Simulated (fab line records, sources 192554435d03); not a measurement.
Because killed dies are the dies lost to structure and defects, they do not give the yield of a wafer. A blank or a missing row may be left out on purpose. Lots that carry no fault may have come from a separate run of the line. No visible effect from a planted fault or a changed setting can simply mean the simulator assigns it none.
A struck lot beside a sound one || flow n5-finfet || 13 steps out of a route of 1938
Sound: these wafers, L519.2, L519.4, L519.5. Wafers L524.1, L524.3, L524.4 were the ones struck. The cause comes at the end.
Per side, at each step with rows, come the tool, then ch with its chambers, and then its first start. Under that, the readings that differ: sound wafers || struck wafers || difference of the means || sigmas: that difference in standard deviations of wafers without a fault.
alike: readings whose means differ by less than 2 such deviations, and words and numbers that are the same on both sides. not compared: withheld readings, readings that some wafer has no value for, bounds like >300 that may hide the same value, and numbers for which the record gives no deviation and whose values overlap.
The two part at a step that has a row with sigmas, a row that says differs or no value, or rows on one side only. Numbers that don't overlap but have no deviation are shown without sigmas and don't part them. A reading that every wafer of one side lacks parts them only if that side has two wafers or more.

first, 9 steps without rows for these wafers: N5_MOL_CONTACT_COAG_DESCUM_13 (chemistry O2, time 7 s); N5_MOL_CONTACT_COAG_ETCH_59 (etches underlayer in N2/H2, target depth 13 nm, time 10.4 s); N5_MOL_CONTACT_COAG_ETCH_105 (etches SiARC in CF4, target depth 15.6 nm, time 26 s); N5_MOL_CONTACT_COAG_ETCH_106 (etches SOC in N2/H2, target depth 80 nm, overetch 16 nm, time 120 s); N5_MOL_CONTACT_COAG_STRIP_107 (strips in N2/H2); N5_MOL_CONTACT_COAG_STRIP_108 (strips in N2/H2); N5_MOL_CONTACT_COAG_CONTACT_ETCH_14 (etches SiO2 in C4F6/O2, target depth 27.5 nm, overetch 8.5 nm, time 20 s); N5_MOL_CONTACT_COAG_STRIP_109 (strips in C4F6/O2); N5_MOL_CONTACT_COAG_ETCH_15 (etches SiNx in CH3F/O2, stops on Si:P, target depth 7 nm).
N5_MOL_CONTACT_COAG_ETCH_110: etches Si in CF4/O2, target depth 2.5 nm, time 8 s.
  sound on rie-diel-01 ch 2,3, day 5 10:18; struck on rie-diel-01 ch 1,2,3, day 6 21:51
{"reading": "oes_f_703_au (a.u.)", "sound": "0.77 0.72 0.77", "struck": "1.04 1.04 0.98", "difference": "+0.27", "sigmas": "+4"}
{"reading": "oes_o_777_au (a.u.)", "sound": "0.79 0.71 0.79", "struck": "0.92 0.95 0.86", "difference": "+0.15", "sigmas": "+2"}
{"reading": "rf-fwd-power-W (W)", "sound": "198.2 199.1 198.6", "struck": "245.9 246.4 246.7", "difference": "+47.7", "sigmas": "+57"}
{"reading": "rf-vpp-V (V)", "sound": "127.2 125.3 129.6", "struck": "112.8 112.3 110.8", "difference": -15.4, "sigmas": -7}
{"reading": "model.etch.depth-nm (nm)", "sound": "2.509 2.531 2.508", "struck": "3.025 3.036 3.084", "difference": "+0.532", "sigmas": ""}
  alike: cf4-flow-sccm, drypump-motor-current-A, oes-product-au, showerhead-plenum-p-Torr, throttle-valve-pct
  not compared: rf-hours-counter-h
then, 1 step without rows for these wafers: N5_MOL_CONTACT_COAG_STRIP_98 (strips in N2/H2).
-- the record jumps here: 4 days lie between the struck wafers' starts before and after (it left off in module MOL_CONTACT_COAG and takes up again in module BEOL_M4, whose first step shown is number 1111 of the route) --
N5_BEOL_M4_RC_MEAS_101:
  sound on prober-02 ch 0, day 8 21:43; struck on prober-01 ch 0, day 10 10:53
  alike: DIBL_N, DIBL_P, IOFF_N, IOFF_P, ION_N, ION_P, SS_N, SS_P, VT_N, VT_P
-- here the record skips 5 days between the struck wafers' starts before and after, leaving off in module BEOL_M4 and picking up in module PASSIVATION (first step shown: number 1936 of the route) --
N5_PASSIVATION_PROBE_49:
  sound: prober-02 at day 14 09:43; struck: prober-02 at day 15 14:35
  alike: defect-limited-yield, killed_at_M0_to_M3, killed_at_M4_up, killed-at-contacts, killed-at-front-end, killed-at-other, killed-dies, killed-open, killed-short, sort_bin_5_function, sort_bin_6_memory, sort-n-pass, sort-yield-pct

## WHERE THEY PART
Within this record, at N5_MOL_CONTACT_COAG_ETCH_110 only. Later steps at which nothing parts them and some readings are alike: N5_BEOL_M4_RC_MEAS_101, N5_PASSIVATION_PROBE_49.

WHY: what had been put in by the simulator
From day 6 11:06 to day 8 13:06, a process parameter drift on rie-diel-01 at N5_MOL_CONTACT_COAG_ETCH_110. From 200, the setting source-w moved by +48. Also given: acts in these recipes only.
